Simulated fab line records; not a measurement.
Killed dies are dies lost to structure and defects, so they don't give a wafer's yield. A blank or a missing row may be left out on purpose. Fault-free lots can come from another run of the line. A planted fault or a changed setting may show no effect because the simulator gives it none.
fab line records	flow n5Finfet
record lots=24	wafers=72	lastDay=17
route steps=1938 shown BEOL_M11@1579 BEOL_M12@1633 BEOL_M13@1705
lots with no fault: from the same line, run without faults
startH: the number of hours between the record's first day and the start of the first shown wafer of the lot	waitH: how many hours have passed since the lot's step before this one	" unchanged from the row above	L1.1+2: a single row standing in for several wafers	- value missing, or start not given	* or withheld: withheld	< > ~ a bound
route shown NAME@n: a module of which the file shows steps, and the number in the route of the first	usual: mean and standard deviation over wafers with no fault	same: alike in all rows	chamber/n: place in a boat	sites: the reading at each site	_std_site: the standard deviation of these	_edge_site: the outer-site mean with the inner-site mean subtracted	radiusMm: for every site, how far away it sits from the centre of the wafer	mask NAME#n: copy n	behind: the tool/chamber that last shaped the wafer	hold: why the lot was held/for how many hours/how that ended	device: whichever transistor did not switch (one of n, p or np)	end of line: at the end of the route, the tests of the same wafers	where a step has no rows: the recipe by itself	killed: the dies lost at the first sort to structure and to defects; this is not the yield of the wafer	map: shows each die of a wafer: x if killed, . if not, _ if none is there
set.NAME: the setting that was run; set.NAME@STEP: the one run at that earlier step	model.NAME: the simulator's own value behind a step, which no gauge read
a sample of lots followed through the steps of the route, with each step as a table and each wafer as a row
services: when a tool's chamber went out of use (startH, in hours from the record's first day, below 0 if earlier), for how many hours, and the reason
## steps
# step N5_BEOL_M11_ETCH_41
# recipe chemistry=CH3F/O2	target=SiCN	targetDepthA=426	taperDeg=2	timeS=86	ionEnergyEv=120	maskMaterial=TiN	pressureMtorr=30	sourceW=395	biasW=75	Ar_flow_sccm=150	CH3F_flow_sccm=30	O2_flow_sccm=20
# usual drypumpMotorCurrentA=5.7/0.5	oesProductAu=0.81/0.091	rfVppV=296.9/1.6	showerheadPlenumPTorr=1.98/0.062	throttleValvePct=16.20/0.17
lot.wafer	tool	chamber	startH	waitH	drypumpMotorCurrentA	oesProductAu	rfHoursCounterH	rfVppV	showerheadPlenumPTorr	throttleValvePct
L074.4	rieDiel-06	0	-	-	5.8	0.93	22	298.1	1.96	15.99
L074.5	"	3	"	"	5.9	0.84	-	296.7	1.95	16.08
L074.6	"	2	"	"	5.6	0.68	-	297.8	1.97	16.16
L075.1	rieDiel-01	1	-	-	5.8	0.74	163	295.5	1.91	16.04
L075.3	"	2	"	"	4.9	0.80	88	296.8	1.94	16.07
L075.6	"	1	"	"	5.8	0.74	-	297.5	1.91	16.05
L077.1	rieDiel-06	0	-	-	5.8	0.90	34	296.4	1.95	16.03
L077.2	"	3	"	"	5.9	0.83	74	295.9	1.94	16.09
L077.5	"	0	"	"	5.8	0.90	-	294.8	1.95	16.03
L076.1	rieDiel-06	2	-	-	5.6	0.68	239	298.0	1.97	16.20
L076.3	"	1	"	"	6.6	0.85	66	299.3	2.11	16.30
L076.5	"	1	"	"	6.6	0.85	-	299.4	2.11	16.30
L078.1	rieDiel-06	1	-	-	6.6	0.84	71	300.6	2.11	16.29
L078.3	"	0	"	"	5.8	0.89	39	296.1	1.95	16.05
L078.5	"	0	"	"	5.8	0.89	-	296.0	1.95	16.03
L080.1	rieDiel-01	0	-	-	5.7	0.73	173	299.1	2.08	16.54
L080.4	"	2	"	"	5.0	0.79	98	294.8	1.94	16.10
L080.6	"	3	"	"	4.7	0.80	-	296.8	1.92	16.13
L079.2	rieDiel-01	3	-	-	4.7	0.80	116	294.6	1.92	16.13
L079.4	"	0	"	"	5.7	0.73	173	299.2	2.08	16.54
L079.5	"	3	"	"	4.7	0.80	-	295.2	1.92	16.11
L081.3	rieDiel-02	0	-	-	5.9	0.69	242	297.4	1.97	16.47
L081.4	"	3	"	"	5.6	0.68	226	297.4	2.05	16.39
L081.5	"	1	"	"	6.0	0.92	-	296.1	1.96	16.20
L082.2	rieDiel-02	1	-	-	6.1	0.91	31	297.4	1.96	16.23
L082.3	"	3	"	"	5.6	0.67	233	298.2	2.05	16.40
L082.6	"	0	"	"	5.9	0.69	-	296.8	1.97	16.49
L083.3	rieDiel-01	0	-	-	5.8	0.72	184	298.1	2.08	16.57
L083.4	"	1	"	"	5.8	0.72	184	294.4	1.90	16.10
L083.5	"	1	"	"	5.8	0.72	-	294.7	1.90	16.08
L084.4	rieDiel-02	1	-	-	6.0	0.89	-	295.7	1.96	16.23
L084.5	"	2	"	"	6.0	0.88	-	296.4	1.95	16.23
L084.6	"	3	"	"	5.6	0.66	-	298.3	2.05	16.40
L085.2	rieDiel-02	2	-	-	6.0	0.88	47	296.4	1.95	16.24
L085.4	"	3	"	"	5.5	0.67	-	298.3	2.05	16.43
L085.5	"	1	"	"	6.1	0.90	-	296.6	1.96	16.23
L086.1	rieDiel-02	1	-	-	6.1	0.90	37	295.7	1.96	16.25
L086.2	"	3	"	"	5.6	0.66	240	299.0	2.05	16.43
L086.6	"	1	"	"	6.0	0.90	-	296.1	1.96	16.23
L087.1	rieDiel-01	1	-	-	5.8	0.72	187	296.3	1.90	16.07
L087.2	"	2	"	"	4.9	0.78	111	296.3	1.93	16.13
L087.3	"	3	"	"	4.6	0.78	127	296.9	1.92	16.13
L088.1	rieDiel-02	2	-	-	6.0	0.87	55	297.4	1.94	16.26
L088.4	"	3	"	"	5.6	0.65	247	297.7	2.04	16.44
L088.5	"	3	"	"	5.6	0.66	-	298.6	2.04	16.42
L089.1	rieDiel-02	1	-	-	6.1	0.88	45	296.7	1.96	16.25
L089.3	"	3	"	"	5.5	0.66	247	298.6	2.04	16.44
L089.6	"	1	"	"	6.1	0.87	-	295.5	1.96	16.23
L090.3	rieDiel-06	0	-	-	5.8	0.87	56	296.8	1.95	16.06
L090.4	"	0	"	"	5.8	0.87	-	295.6	1.95	16.09
L090.6	"	3	"	"	5.9	0.80	-	296.6	1.94	16.11
L091.1	rieDiel-01	1	-	-	5.8	0.70	201	294.5	1.90	16.13
L091.2	"	0	"	"	5.7	0.70	201	299.5	2.07	16.59
L091.6	"	2	"	"	4.9	0.78	-	295.8	1.93	16.13
L092.1	rieDiel-06	1	-	-	6.6	0.82	95	299.4	2.10	16.36
L092.2	"	3	"	"	5.9	0.79	104	297.2	1.93	16.12
L092.3	"	2	"	"	5.6	0.93	6	297.9	1.96	15.74
L095.1	rieDiel-02	3	-	-	5.6	0.96	2	299.2	2.04	15.97
L095.4	"	0	"	"	5.9	0.95	13	295.7	1.97	16.03
L095.5	"	1	"	"	6.0	0.86	-	295.3	1.95	16.26
L097.2	rieDiel-01	3	-	-	4.7	0.76	148	296.6	1.91	16.18
L097.3	"	1	"	"	5.8	0.70	206	294.6	1.90	16.12
L097.6	"	3	"	"	4.7	0.76	-	296.6	1.91	16.16
L094.1	rieDiel-01	2	-	-	4.9	0.76	126	296.0	1.93	16.13
L094.4	"	3	"	"	4.7	0.76	149	295.9	1.91	16.18
L094.6	"	2	"	"	4.9	0.76	-	294.4	1.93	16.15
L093.3	rieDiel-02	3	-	-	5.6	0.96	3	297.8	2.04	15.99
L093.4	"	0	"	"	5.9	0.96	14	296.8	1.97	16.02
L093.6	"	2	"	"	6.0	0.86	-	296.0	1.94	16.27
L096.3	rieDiel-06	2	-	-	5.6	0.92	14	296.9	1.96	15.74
L096.4	"	3	"	"	5.9	0.79	112	295.7	1.93	16.14
L096.6	"	1	"	"	6.6	0.82	-	299.6	2.10	16.37
# step N5_BEOL_M11_PRE_CLEAN_45
# recipe gas=H2/He	timeS=30	tempC=250
# usual heaterPowerW=350/30	susceptorTempC=250.02/0.17
lot.wafer	tool	chamber	startH	waitH	heaterPowerW	susceptorTempC
L074.4	pvdSputter-03	-	210.49	0.0	352	250.08
L074.5	"	-	"	"	333	249.86
L074.6	"	-	"	"	323	250.06
L075.1	pvdSputter-01	-	228.64	0.0	350	250.02
L075.3	"	-	"	"	349	250.29
L075.6	"	-	"	"	338	250.14
L077.1	pvdSputter-01	-	240.38	0.0	335	249.99
L077.2	"	-	"	"	330	249.87
L077.5	"	-	"	"	344	249.85
L076.1	pvdSputter-02	-	241.71	0.0	344	249.88
L076.3	"	-	"	"	429	250.01
L076.5	"	-	"	"	364	249.77
L078.1	pvdSputter-03	-	257.30	0.0	334	249.90
L078.3	"	-	"	"	372	249.98
L078.5	"	-	"	"	319	249.86
L080.1	pvdSputter-03	-	257.55	0.0	381	250.18
L080.4	"	-	"	"	330	250.10
L080.6	"	-	"	"	337	250.14
L079.2	pvdSputter-01	-	257.73	0.0	367	250.63
L079.4	"	-	"	"	346	249.72
L079.5	"	-	"	"	345	250.01
L081.3	pvdSputter-01	-	260.62	0.0	352	249.90
L081.4	"	-	"	"	341	250.14
L081.5	"	-	"	"	345	250.00
L082.2	pvdSputter-03	-	279.60	0.0	347	249.79
L082.3	"	-	"	"	374	250.24
L082.6	"	-	"	"	320	249.94
L083.3	pvdSputter-03	-	287.14	0.0	345	250.07
L083.4	"	-	"	"	331	249.99
L083.5	"	-	"	"	330	250.12
L084.4	pvdSputter-02	-	289.59	0.0	323	249.93
L084.5	"	-	"	"	368	249.81
L084.6	"	-	"	"	322	250.02
L085.2	pvdSputter-01	-	292.55	0.0	337	250.33
L085.4	"	-	"	"	355	250.16
L085.5	"	-	"	"	345	250.10
L086.1	pvdSputter-02	-	293.63	0.0	363	249.98
L086.2	"	-	"	"	314	249.88
L086.6	"	-	"	"	348	250.07
L087.1	pvdSputter-03	-	294.15	0.0	381	249.92
L087.2	"	-	"	"	314	249.75
L087.3	"	-	"	"	323	250.05
L088.1	pvdSputter-03	-	316.19	0.0	339	249.79
L088.4	"	-	"	"	330	250.04
L088.5	"	-	"	"	336	250.03
L089.1	pvdSputter-01	-	317.62	0.0	347	249.88
L089.3	"	-	"	"	354	250.11
L089.6	"	-	"	"	340	250.04
L090.3	pvdSputter-02	-	323.58	0.0	352	250.14
L090.4	"	-	"	"	324	250.13
L090.6	"	-	"	"	432	249.60
L091.1	pvdSputter-02	-	339.13	0.0	429	249.71
L091.2	"	-	"	"	320	250.14
L091.6	"	-	"	"	344	250.13
L092.1	pvdSputter-03	-	347.61	0.0	368	249.90
L092.2	"	-	"	"	324	249.82
L092.3	"	-	"	"	325	250.40
L095.1	pvdSputter-02	-	356.27	0.0	428	250.06
L095.4	"	-	"	"	315	250.32
L095.5	"	-	"	"	437	249.85
L097.2	pvdSputter-02	-	356.59	0.0	316	249.94
L097.3	"	-	"	"	364	249.78
L097.6	"	-	"	"	348	249.89
L094.1	pvdSputter-03	-	361.08	0.0	371	249.89
L094.4	"	-	"	"	351	249.91
L094.6	"	-	"	"	320	250.01
L093.3	pvdSputter-02	-	361.09	0.0	316	249.84
L093.4	"	-	"	"	363	250.21
L093.6	"	-	"	"	315	249.97
L096.3	pvdSputter-01	-	373.70	0.0	337	250.34
L096.4	"	-	"	"	348	249.96
L096.6	"	-	"	"	328	250.39
# step N5_BEOL_M12_OVL_MEAS_29
# recipe pointsPerWafer=44
# usual M12_OVL=-2/5.2
lot.wafer	tool	chamber	startH	waitH	M12_OVL[nm]
L074.4	overlay-02	0	214.90	0.0	-13
L074.5	"	0	"	"	-2
L074.6	"	0	"	"	-10
L075.1	overlay-01	0	232.28	0.0	-7
L075.3	"	0	"	"	-5
L075.6	"	0	"	"	1
L077.1	overlay-01	0	244.52	0.0	-4
L077.2	"	0	"	"	-3
L077.5	"	0	"	"	0
L076.1	overlay-02	0	244.83	0.0	-4
L076.3	"	0	"	"	-8
L076.5	"	0	"	"	-5
L078.1	overlay-01	0	260.80	0.0	0
L078.3	"	0	"	"	5
L078.5	"	0	"	"	3
L080.1	overlay-02	0	261.08	0.0	4
L080.4	"	0	"	"	-13
L080.6	"	0	"	"	-4
L079.2	overlay-01	0	262.38	0.0	-4
L079.4	"	0	"	"	-6
L079.5	"	0	"	"	-3
L081.3	overlay-01	0	264.60	0.0	-10
L081.4	"	0	"	"	-9
L081.5	"	0	"	"	-8
L082.2	overlay-02	0	284.45	0.0	3
L082.3	"	0	"	"	-2
L082.6	"	0	"	"	-2
L083.3	overlay-01	0	290.45	0.0	-7
L083.4	"	0	"	"	-14
L083.5	"	0	"	"	-4
L084.4	overlay-02	0	292.52	0.0	3
L084.5	"	0	"	"	-2
L084.6	"	0	"	"	6
L085.2	overlay-02	0	295.75	0.0	-4
L085.4	"	0	"	"	-11
L085.5	"	0	"	"	-1
L086.1	overlay-01	0	297.12	0.0	-3
L086.2	"	0	"	"	-6
L086.6	"	0	"	"	1
L087.1	overlay-02	0	301.18	0.0	-8
L087.2	"	0	"	"	-1
L087.3	"	0	"	"	-1
L088.1	overlay-02	0	319.34	0.0	0
L088.4	"	0	"	"	-1
L088.5	"	0	"	"	-2
L089.1	overlay-01	0	320.86	0.0	-3
L089.3	"	0	"	"	-3
L089.6	"	0	"	"	-4
L090.3	overlay-01	0	327.38	0.0	-8
L090.4	"	0	"	"	-8
L090.6	"	0	"	"	-9
L091.1	overlay-01	0	342.41	0.0	6
L091.2	"	0	"	"	6
L091.6	"	0	"	"	4
L092.1	overlay-01	0	350.67	0.0	6
L092.2	"	0	"	"	2
L092.3	"	0	"	"	2
L095.1	overlay-01	0	359.51	0.0	-1
L095.4	"	0	"	"	-5
L095.5	"	0	"	"	-3
L097.2	overlay-02	0	359.84	0.0	-4
L097.3	"	0	"	"	-10
L097.6	"	0	"	"	-6
L094.1	overlay-01	0	364.88	0.0	-7
L094.4	"	0	"	"	-6
L094.6	"	0	"	"	-9
L093.3	overlay-01	0	365.58	0.0	7
L093.4	"	0	"	"	1
L093.6	"	0	"	"	-3
L096.3	overlay-01	0	378.84	0.0	8
L096.4	"	0	"	"	6
L096.6	"	0	"	"	6
# step N5_BEOL_M12_SPUTTER_43
# recipe material=TaN	targetThkA=150	tempC=50	biasV=168.6	powerW=15000	chamberPressurePa=0.12	timeS=24.19
# usual susceptorTempC=49.99/0.097	throttleValvePct=30.0/0.94
lot.wafer	tool	chamber	startH	waitH	susceptorTempC	throttleValvePct
L074.4	pvdSputter-01	-	219.07	0.0	49.90	31.9
L074.5	"	-	"	"	50.10	31.9
L074.6	"	-	"	"	49.82	30.1
L075.1	pvdSputter-02	-	236.23	0.0	49.91	29.0
L075.3	"	-	"	"	50.06	29.0
L075.6	"	-	"	"	50.12	29.4
L077.1	pvdSputter-01	-	246.21	0.0	49.91	30.2
L077.2	"	-	"	"	50.06	30.8
L077.5	"	-	"	"	49.91	30.1
L076.1	pvdSputter-02	-	249.04	0.0	49.93	29.7
L076.3	"	-	"	"	50.17	29.2
L076.5	"	-	"	"	49.99	29.1
L078.1	pvdSputter-03	-	263.17	0.0	49.86	30.0
L078.3	"	-	"	"	49.93	32.0
L078.5	"	-	"	"	49.89	30.2
L080.1	pvdSputter-02	-	268.91	0.0	50.01	30.0
L080.4	"	-	"	"	50.07	29.1
L080.6	"	-	"	"	50.05	28.8
L079.2	pvdSputter-02	-	269.35	0.0	50.02	29.2
L079.4	"	-	"	"	50.17	29.2
L079.5	"	-	"	"	50.05	28.9
L081.3	pvdSputter-01	-	269.62	0.0	49.93	30.1
L081.4	"	-	"	"	50.06	30.6
L081.5	"	-	"	"	49.87	29.9
L082.2	pvdSputter-02	-	286.89	0.0	49.95	30.0
L082.3	"	-	"	"	49.89	28.9
L082.6	"	-	"	"	49.81	28.9
L083.3	pvdSputter-01	-	293.33	0.0	50.16	32.0
L083.4	"	-	"	"	50.06	30.2
L083.5	"	-	"	"	49.86	30.0
L084.4	pvdSputter-03	-	294.27	0.0	50.09	30.0
L084.5	"	-	"	"	49.94	31.8
L084.6	"	-	"	"	50.11	30.1
L085.2	pvdSputter-01	-	299.23	0.0	49.96	29.8
L085.4	"	-	"	"	50.10	30.2
L085.5	"	-	"	"	50.10	30.0
L086.1	pvdSputter-03	-	299.43	0.0	49.92	30.1
L086.2	"	-	"	"	50.01	29.8
L086.6	"	-	"	"	49.97	30.0
L087.1	pvdSputter-01	-	305.27	0.0	49.92	30.4
L087.2	"	-	"	"	49.90	29.9
L087.3	"	-	"	"	49.88	32.1
L089.1	pvdSputter-02	-	325.34	0.0	49.93	30.1
L089.3	"	-	"	"	50.05	29.0
L089.6	"	-	"	"	50.03	29.3
L088.1	pvdSputter-02	-	325.78	0.0	50.20	29.8
L088.4	"	-	"	"	49.96	29.4
L088.5	"	-	"	"	50.26	30.0
L090.3	pvdSputter-02	-	328.70	0.0	49.98	29.1
L090.4	"	-	"	"	50.04	29.2
L090.6	"	-	"	"	50.06	29.9
L091.1	pvdSputter-03	-	346.85	0.0	50.04	29.9
L091.2	"	-	"	"	50.15	31.8
L091.6	"	-	"	"	49.90	29.8
L092.1	pvdSputter-01	-	352.99	0.0	49.82	29.7
L092.2	"	-	"	"	49.86	30.4
L092.3	"	-	"	"	50.06	30.8
L095.1	pvdSputter-03	-	361.30	0.0	49.88	29.9
L095.4	"	-	"	"	49.94	31.6
L095.5	"	-	"	"	49.91	29.0
L097.2	pvdSputter-02	-	361.37	0.0	50.00	29.9
L097.3	"	-	"	"	49.93	29.3
L097.6	"	-	"	"	49.88	29.3
L094.1	pvdSputter-03	-	366.85	0.0	49.95	29.8
L094.4	"	-	"	"	49.98	31.6
L094.6	"	-	"	"	49.90	29.7
L093.3	pvdSputter-03	-	368.11	0.0	50.03	30.2
L093.4	"	-	"	"	49.91	29.7
L093.6	"	-	"	"	50.00	29.9
L096.3	pvdSputter-01	-	381.47	0.0	49.99	30.1
L096.4	"	-	"	"	50.05	30.4
L096.6	"	-	"	"	50.04	30.8
# step N5_BEOL_M12_ANNEAL_48
# recipe tempC=225	timeS=90	ambient=N2
# usual wafer_temp_C_max=226.0/0.37
lot.wafer	tool	chamber	startH	waitH	wafer_temp_C_max
L074.4	rtpAnneal-02	0	220.14	0.7	226.6
L074.5	"	0	"	"	226.2
L074.6	"	0	"	"	226.6
L075.1	rtpAnneal-02	0	236.65	0.1	226.2
L075.3	"	0	"	"	226.2
L075.6	"	0	"	"	226.4
L077.1	rtpAnneal-01	0	246.63	0.1	226.1
L077.2	"	0	"	"	226.2
L077.5	"	0	"	"	225.8
L076.1	rtpAnneal-01	0	249.46	0.1	226.0
L076.3	"	0	"	"	225.9
L076.5	"	0	"	"	225.7
L078.1	rtpAnneal-01	0	263.59	0.1	225.9
L078.3	"	0	"	"	225.9
L078.5	"	0	"	"	225.9
L080.1	rtpAnneal-01	0	269.33	0.1	225.7
L080.4	"	0	"	"	225.6
L080.6	"	0	"	"	225.6
L079.2	rtpAnneal-02	0	269.96	0.3	226.3
L079.4	"	0	"	"	226.2
L079.5	"	0	"	"	225.9
L081.3	rtpAnneal-02	0	270.27	0.3	226.5
L081.4	"	0	"	"	226.4
L081.5	"	0	"	"	226.6
L082.2	rtpAnneal-01	0	287.35	0.1	225.9
L082.3	"	0	"	"	226.3
L082.6	"	0	"	"	225.9
L083.3	rtpAnneal-01	0	293.84	0.2	225.6
L083.4	"	0	"	"	225.5
L083.5	"	0	"	"	225.8
L084.4	rtpAnneal-01	0	295.21	0.6	225.6
L084.5	"	0	"	"	225.3
L084.6	"	0	"	"	225.5
L085.2	rtpAnneal-02	0	299.70	0.1	226.4
L085.4	"	0	"	"	226.0
L085.5	"	0	"	"	226.1
L086.1	rtpAnneal-01	0	299.85	0.1	225.4
L086.2	"	0	"	"	225.6
L086.6	"	0	"	"	225.8
L087.1	rtpAnneal-01	0	305.70	0.1	225.9
L087.2	"	0	"	"	225.4
L087.3	"	0	"	"	225.7
L089.1	rtpAnneal-02	0	325.82	0.2	226.4
L089.3	"	0	"	"	226.6
L089.6	"	0	"	"	226.5
L088.1	rtpAnneal-01	0	326.20	0.1	225.7
L088.4	"	0	"	"	225.6
L088.5	"	0	"	"	225.8
L090.3	rtpAnneal-01	0	329.21	0.2	225.5
L090.4	"	0	"	"	225.6
L090.6	"	0	"	"	226.1
L091.1	rtpAnneal-02	0	347.30	0.1	226.0
L091.2	"	0	"	"	226.3
L091.6	"	0	"	"	225.8
L092.1	rtpAnneal-01	0	353.90	0.6	225.8
L092.2	"	0	"	"	225.7
L092.3	"	0	"	"	225.5
L095.1	rtpAnneal-01	0	361.72	0.1	225.6
L095.4	"	0	"	"	225.5
L095.5	"	0	"	"	225.9
L097.2	rtpAnneal-02	0	361.84	0.1	226.1
L097.3	"	0	"	"	226.2
L097.6	"	0	"	"	226.1
L094.1	rtpAnneal-01	0	367.27	0.1	225.7
L094.4	"	0	"	"	225.7
L094.6	"	0	"	"	225.7
L093.3	rtpAnneal-01	0	368.62	0.2	225.4
L093.4	"	0	"	"	225.7
L093.6	"	0	"	"	225.8
L096.3	rtpAnneal-02	0	381.98	0.2	226.1
L096.4	"	0	"	"	226.3
L096.6	"	0	"	"	226.4
# step N5_BEOL_M13_SPUTTER_43
# recipe material=TaN	targetThkA=150	tempC=50	biasV=168.6	powerW=15000	chamberPressurePa=0.12	timeS=24.19
# usual susceptorTempC=50.00/0.13	throttleValvePct=30.2/0.92
lot.wafer	tool	chamber	startH	waitH	susceptorTempC	throttleValvePct
L074.4	pvdSputter-03	-	225.51	0.0	50.01	31.5
L074.5	"	-	"	"	50.05	31.7
L074.6	"	-	"	"	50.16	30.3
L075.1	pvdSputter-02	-	242.01	0.0	49.88	30.0
L075.3	"	-	"	"	49.92	28.9
L075.6	"	-	"	"	50.11	29.6
L077.1	pvdSputter-03	-	252.35	0.0	49.92	30.1
L077.2	"	-	"	"	50.00	29.0
L077.5	"	-	"	"	49.94	29.2
L076.1	pvdSputter-02	-	253.57	0.0	50.10	28.8
L076.3	"	-	"	"	50.14	29.1
L076.5	"	-	"	"	49.92	29.0
L078.1	pvdSputter-01	-	268.93	0.0	50.11	31.9
L078.3	"	-	"	"	49.96	30.2
L078.5	"	-	"	"	50.07	32.0
L080.1	pvdSputter-01	-	273.36	0.0	50.11	30.8
L080.4	"	-	"	"	50.01	31.9
L080.6	"	-	"	"	49.87	30.2
L079.2	pvdSputter-03	-	273.54	0.0	49.99	29.8
L079.4	"	-	"	"	50.08	30.2
L079.5	"	-	"	"	50.19	30.1
L081.3	pvdSputter-02	-	273.91	0.0	50.35	29.9
L081.4	"	-	"	"	49.94	29.3
L081.5	"	-	"	"	49.94	29.0
L082.2	pvdSputter-02	-	293.35	0.0	49.93	29.5
L082.3	"	-	"	"	49.85	29.4
L082.6	"	-	"	"	50.04	28.9
L083.3	pvdSputter-02	-	299.94	0.0	49.98	29.1
L083.4	"	-	"	"	49.97	29.1
L083.5	"	-	"	"	50.08	28.9
L084.4	pvdSputter-02	-	300.34	0.0	49.89	29.2
L084.5	"	-	"	"	49.95	28.9
L084.6	"	-	"	"	49.85	29.2
L086.1	pvdSputter-01	-	305.75	0.0	49.90	31.9
L086.2	"	-	"	"	49.94	29.7
L086.6	"	-	"	"	50.11	30.2
L085.2	pvdSputter-01	-	306.39	0.0	50.03	30.7
L085.4	"	-	"	"	49.91	29.7
L085.5	"	-	"	"	50.29	30.8
L087.1	pvdSputter-01	-	314.30	0.0	50.13	30.8
L087.2	"	-	"	"	49.95	30.2
L087.3	"	-	"	"	49.85	31.9
L089.1	pvdSputter-01	-	331.98	0.0	49.87	30.6
L089.3	"	-	"	"	49.89	32.0
L089.6	"	-	"	"	49.89	31.9
L088.1	pvdSputter-01	-	332.96	0.0	50.04	30.0
L088.4	"	-	"	"	49.77	31.8
L088.5	"	-	"	"	50.15	30.5
L090.3	pvdSputter-01	-	334.04	0.0	50.08	30.0
L090.4	"	-	"	"	49.97	30.9
L090.6	"	-	"	"	50.01	31.8
L091.1	pvdSputter-01	-	353.31	0.0	49.97	31.8
L091.2	"	-	"	"	49.93	30.6
L091.6	"	-	"	"	49.84	30.1
L092.1	pvdSputter-03	-	357.72	0.0	50.07	31.7
L092.2	"	-	"	"	50.05	30.1
L092.3	"	-	"	"	49.86	29.6
L095.1	pvdSputter-02	-	365.77	0.0	50.22	29.1
L095.4	"	-	"	"	49.87	29.6
L095.5	"	-	"	"	49.87	29.9
L094.1	pvdSputter-01	-	373.86	0.0	49.89	30.2
L094.4	"	-	"	"	49.82	30.3
L094.6	"	-	"	"	50.00	31.8
L097.2	pvdSputter-01	-	376.18	0.0	50.17	29.8
L097.3	"	-	"	"	50.05	29.9
L097.6	"	-	"	"	49.95	29.9
L093.3	pvdSputter-01	-	376.88	0.0	49.96	32.0
L093.4	"	-	"	"	50.08	30.7
L093.6	"	-	"	"	49.85	31.9
L096.3	pvdSputter-01	-	385.35	0.0	50.22	29.9
L096.4	"	-	"	"	49.90	30.7
L096.6	"	-	"	"	50.19	29.9
## services
tool	chamber	startH	hours	kind
rieDiel-02	-	215.56	14.6	pm
rieDiel-01	-	231.04	0.4	repair
rieDiel-06	-	276.05	14.6	pm
rieDiel-02	-	279.98	0.2	repair
rieDiel-02	0	283.46	-	clean
rieDiel-02	0	283.46	-	consumableReplace:focusRing
rieDiel-02	0	283.46	27.3	scheduledDown
rieDiel-02	0	283.46	27.3	ventCycle
rieDiel-06	2	307.59	1.2	repair
rieDiel-06	2	308.94	-	clean
rieDiel-06	2	308.94	-	consumableReplace:focusRing
rieDiel-06	2	308.94	16.3	scheduledDown
rieDiel-06	2	308.94	16.3	ventCycle
rieDiel-02	0	316.35	5.3	repair
pvdSputter-02	-	317.00	6.5	repair
rieDiel-02	3	326.91	-	clean
rieDiel-02	3	326.91	-	consumableReplace:focusRing
rieDiel-02	3	326.91	21.4	scheduledDown
rieDiel-02	3	326.91	21.4	ventCycle
rieDiel-06	2	335.32	3.3	repair
rtpAnneal-02	-	349.78	3.7	pm
rieDiel-02	3	363.11	7.7	repair
## key
fault none
